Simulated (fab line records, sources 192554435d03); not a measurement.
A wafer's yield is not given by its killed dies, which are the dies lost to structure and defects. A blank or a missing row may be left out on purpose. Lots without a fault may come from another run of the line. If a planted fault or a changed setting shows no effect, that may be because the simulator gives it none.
Lot-split experiment :: flow n5_finfet :: route with 1938 steps; 7 lots, 39 wafers read

## THE SPLIT ITSELF
At N5_BEOL_M5_ILD_DEP_00 (deposits SiCOH lowk from DEMS/porogen, target thk 140.64 nm, time 25.9 s), the setting time_s was moved away from the recipe's 25.9 s on 12 of the 39 wafers read, by -44.2% to +40.0%. For the rest of the wafers, this setting stayed at what the recipe calls for.

## FROM SPLIT TO READING: 1 step shown by the file between the two
- N5_BEOL_M5_CURE_79: cures SiCOH lowk, time 240 s

## THE READING
At N5_BEOL_M5_THK_MEAS_01: M5_ILD_THK, given in nm. On this fab line, fault-free wafers typically give 121.0 nm with a standard deviation of 1.8 nm.

wafer: L076.1
tool, chamber at the split: pecvd-04, 2,0
time_s as run, s: 25.9
against the recipe: recipe
M5_ILD_THK, nm: 119.8
against lot-mates on the recipe: -

wafer: L076.2
tool, chamber at the split: pecvd-04, 2,0
time_s as run, s: 25.9
against the recipe: recipe
M5_ILD_THK, nm: 120.0
against lot-mates on the recipe: -

wafer: L076.3
tool, chamber at the split: pecvd-04, 1
time_s as run, s: 25.9
against the recipe: recipe
M5_ILD_THK, nm: 118.5
against lot-mates on the recipe: -

wafer: L076.4
tool, chamber at the split: pecvd-04, 1
time_s as run, s: 25.9
against the recipe: recipe
M5_ILD_THK, nm: 121.6
against lot-mates on the recipe: -

wafer: L076.5
tool, chamber at the split: pecvd-04, 2
time_s as run, s: 25.9
against the recipe: recipe
M5_ILD_THK, nm: 122.8
against lot-mates on the recipe: -

wafer: L076.6
tool, chamber at the split: pecvd-04, 0
time_s as run, s: 25.9
against the recipe: recipe
M5_ILD_THK, nm: 122.4
against lot-mates on the recipe: -

wafer: L078.1
tool, chamber at the split: pecvd-03, 2
time_s as run, s: 25.9
against the recipe: recipe
M5_ILD_THK, nm: 120.2
against lot-mates on the recipe: -

wafer: L078.2
tool, chamber at the split: pecvd-03, 0
time_s as run, s: 25.9
against the recipe: recipe
M5_ILD_THK, nm: 120.9
against lot-mates on the recipe: -

wafer: L078.3
tool, chamber at the split: pecvd-03, 1
time_s as run, s: 25.9
against the recipe: recipe
M5_ILD_THK, nm: 122.3
against lot-mates on the recipe: -

wafer: L078.4
tool, chamber at the split: pecvd-03, 1
time_s as run, s: 36.25
against the recipe: +40.0%
M5_ILD_THK, nm: 171.7
against lot-mates on the recipe: +50.6

wafer: L078.5
tool, chamber at the split: pecvd-03, 0
time_s as run, s: 36.25
against the recipe: +40.0%
M5_ILD_THK, nm: 170.0
against lot-mates on the recipe: +48.9

wafer: L078.6
tool, chamber at the split: pecvd-03, 2
time_s as run, s: 36.25
against the recipe: +40.0%
M5_ILD_THK, nm: 170.2
against lot-mates on the recipe: +49.1

wafer: L085.1
tool, chamber at the split: pecvd-02, 0
time_s as run, s: 25.9
against the recipe: recipe
M5_ILD_THK, nm: 120.7
against lot-mates on the recipe: -

wafer: L085.2
tool, chamber at the split: pecvd-02, 2
time_s as run, s: 25.9
against the recipe: recipe
M5_ILD_THK, nm: 122.2
against lot-mates on the recipe: -

wafer: L085.3
tool, chamber at the split: pecvd-02, 1
time_s as run, s: 25.9
against the recipe: recipe
M5_ILD_THK, nm: 121.4
against lot-mates on the recipe: -

wafer: L085.4
tool, chamber at the split: pecvd-02, 1
time_s as run, s: 25.9
against the recipe: recipe
M5_ILD_THK, nm: 123.6
against lot-mates on the recipe: -

wafer: L085.5
tool, chamber at the split: pecvd-02, 0
time_s as run, s: 25.9
against the recipe: recipe
M5_ILD_THK, nm: 123.0
against lot-mates on the recipe: -

wafer: L085.6
tool, chamber at the split: pecvd-02, 2
time_s as run, s: 25.9
against the recipe: recipe
M5_ILD_THK, nm: 124.7
against lot-mates on the recipe: -

wafer: L090.1
tool, chamber at the split: pecvd-04, 1
time_s as run, s: 14.45
against the recipe: -44.2%
M5_ILD_THK, nm: 68.2
against lot-mates on the recipe: -53.3

wafer: L090.2
tool, chamber at the split: pecvd-04, 0
time_s as run, s: 14.45
against the recipe: -44.2%
M5_ILD_THK, nm: 65.8
against lot-mates on the recipe: -55.7

wafer: L090.3
tool, chamber at the split: pecvd-04, 2
time_s as run, s: 25.9
against the recipe: recipe
M5_ILD_THK, nm: 122.1
against lot-mates on the recipe: -

wafer: L090.4
tool, chamber at the split: pecvd-04, 2
time_s as run, s: 14.45
against the recipe: -44.2%
M5_ILD_THK, nm: 71.7
against lot-mates on the recipe: -49.8

wafer: L090.5
tool, chamber at the split: pecvd-04, 1
time_s as run, s: 25.9
against the recipe: recipe
M5_ILD_THK, nm: 122.6
against lot-mates on the recipe: -

wafer: L090.6
tool, chamber at the split: pecvd-04, 0
time_s as run, s: 25.9
against the recipe: recipe
M5_ILD_THK, nm: 119.9
against lot-mates on the recipe: -

wafer: L091.2
tool, chamber at the split: pecvd-02, 1
time_s as run, s: 25.9
against the recipe: recipe
M5_ILD_THK, nm: 120.0
against lot-mates on the recipe: -

wafer: L091.5
tool, chamber at the split: pecvd-02, 0,1
time_s as run, s: 25.9
against the recipe: recipe
M5_ILD_THK, nm: 121.3
against lot-mates on the recipe: -

wafer: L091.6
tool, chamber at the split: pecvd-02, 0,1
time_s as run, s: 25.9
against the recipe: recipe
M5_ILD_THK, nm: 121.4
against lot-mates on the recipe: -

wafer: L092.1
tool, chamber at the split: pecvd-02, 1
time_s as run, s: 35.56
against the recipe: +37.3%
M5_ILD_THK, nm: 162.8
against lot-mates on the recipe: +42.4

wafer: L092.2
tool, chamber at the split: pecvd-02, 0
time_s as run, s: 25.9
against the recipe: recipe
M5_ILD_THK, nm: 120.0
against lot-mates on the recipe: -

wafer: L092.3
tool, chamber at the split: pecvd-02, 2
time_s as run, s: 25.9
against the recipe: recipe
M5_ILD_THK, nm: 120.7
against lot-mates on the recipe: -

wafer: L092.4
tool, chamber at the split: pecvd-02, 0
time_s as run, s: 25.9
against the recipe: recipe
M5_ILD_THK, nm: 120.4
against lot-mates on the recipe: -

wafer: L092.5
tool, chamber at the split: pecvd-02, 2
time_s as run, s: 35.56
against the recipe: +37.3%
M5_ILD_THK, nm: 167.7
against lot-mates on the recipe: +47.3

wafer: L092.6
tool, chamber at the split: pecvd-02, 1
time_s as run, s: 35.56
against the recipe: +37.3%
M5_ILD_THK, nm: 166.8
against lot-mates on the recipe: +46.4

wafer: L097.1
tool, chamber at the split: pecvd-03, 1
time_s as run, s: 20.17
against the recipe: -22.1%
M5_ILD_THK, nm: 95.0
against lot-mates on the recipe: -26.6

wafer: L097.2
tool, chamber at the split: pecvd-03, 0
time_s as run, s: 20.17
against the recipe: -22.1%
M5_ILD_THK, nm: 92.1
against lot-mates on the recipe: -29.5

wafer: L097.3
tool, chamber at the split: pecvd-03, 2
time_s as run, s: 25.9
against the recipe: recipe
M5_ILD_THK, nm: 122.0
against lot-mates on the recipe: -

wafer: L097.4
tool, chamber at the split: pecvd-03, 0
time_s as run, s: 25.9
against the recipe: recipe
M5_ILD_THK, nm: 120.2
against lot-mates on the recipe: -

wafer: L097.5
tool, chamber at the split: pecvd-03, 1
time_s as run, s: 25.9
against the recipe: recipe
M5_ILD_THK, nm: 122.6
against lot-mates on the recipe: -

wafer: L097.6
tool, chamber at the split: pecvd-03, 2
time_s as run, s: 20.17
against the recipe: -22.1%
M5_ILD_THK, nm: 96.6
against lot-mates on the recipe: -25.0
Rows listing several chambers each stand for several wafers; the file does not say which wafer went through which chamber.

THE FIT
A straight line over all 39 wafers: M5_ILD_THK changes by +1.21 nm for each +1% of time_s; r = +1.00; the points scatter about the line by 1.6 nm.
The same after taking each lot's own level away (the mean of its wafers on the recipe; 39 wafers): +1.22 nm for each +1%; r = +1.00; scatter 1.5 nm.
According to that fit, moving time_s by its largest amount changes the reading by 54 nm.
Across the lots, their own levels run from 120.37 to 122.60 nm, a range of 1.2 times the standard deviation given above.
So the lot-to-lot level changes the slope little: the two slopes agree.
Check: -53.7 nm against its lot-mates is what the line predicts for one of the wafers moved furthest among these (-44.2%) when that wafer is left out of the fit. It came out at -53.3 nm against them.

## THE OTHER SPLITS THESE WAFERS WENT THROUGH
These wafers also went through other splits before the reading. Each is held against what the fit with the lots' levels taken away leaves over:
other split on the same wafers: N5_ZERO_LAYER_PECVD_02 time_s
wafers away from the commonest value: 12
r with M5_ILD_THK (lot level and that fit taken away): -0.13

other split on the same wafers: N5_PMOS_HMC_CHANNEL_EPI_HM_DEP_34 target_thk_a
wafers away from the commonest value: 9
r with M5_ILD_THK (lot level and that fit taken away): -0.22

other split on the same wafers: N5_SD_EPI_N_ETCH_45 target_depth_a
wafers away from the commonest value: 9
r with M5_ILD_THK (lot level and that fit taken away): -0.28

other split on the same wafers: N5_BEOL_M3_ETCH_41 target_depth_a
wafers away from the commonest value: 9
r with M5_ILD_THK (lot level and that fit taken away): +0.26

## THE WHOLE CHAIN: every reading that the file lists as answering this split, in the file's order
step: N5_BEOL_M5_ILD_DEP_00
what it does: deposits SiCOH lowk from DEMS/porogen, target thk 140.64 nm, time 25.9 s
reading: SiCOH_lowk_of_BEOL_M5_ILD_DEP_00.thk_nm (the simulator's own value, which no gauge read)
change (the file's fit): +1.4 nm for each +1% of the setting
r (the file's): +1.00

step: N5_BEOL_M5_CURE_79
what it does: cures SiCOH lowk, time 240 s
reading: SiCOH_lowk_of_BEOL_M5_ILD_DEP_00.thk_nm (the simulator's own value, which no gauge read)
change (the file's fit): +1.22 nm for each +1% of the setting
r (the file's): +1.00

step: N5_BEOL_M5_THK_MEAS_01
what it does: 
reading: M5_ILD_THK
change (the file's fit): +1.22 for each +1% of the setting
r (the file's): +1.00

## THE FILE'S OWN FIT
M5_ILD_THK changes by +1.22 nm for each +1% of time_s, r = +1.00.
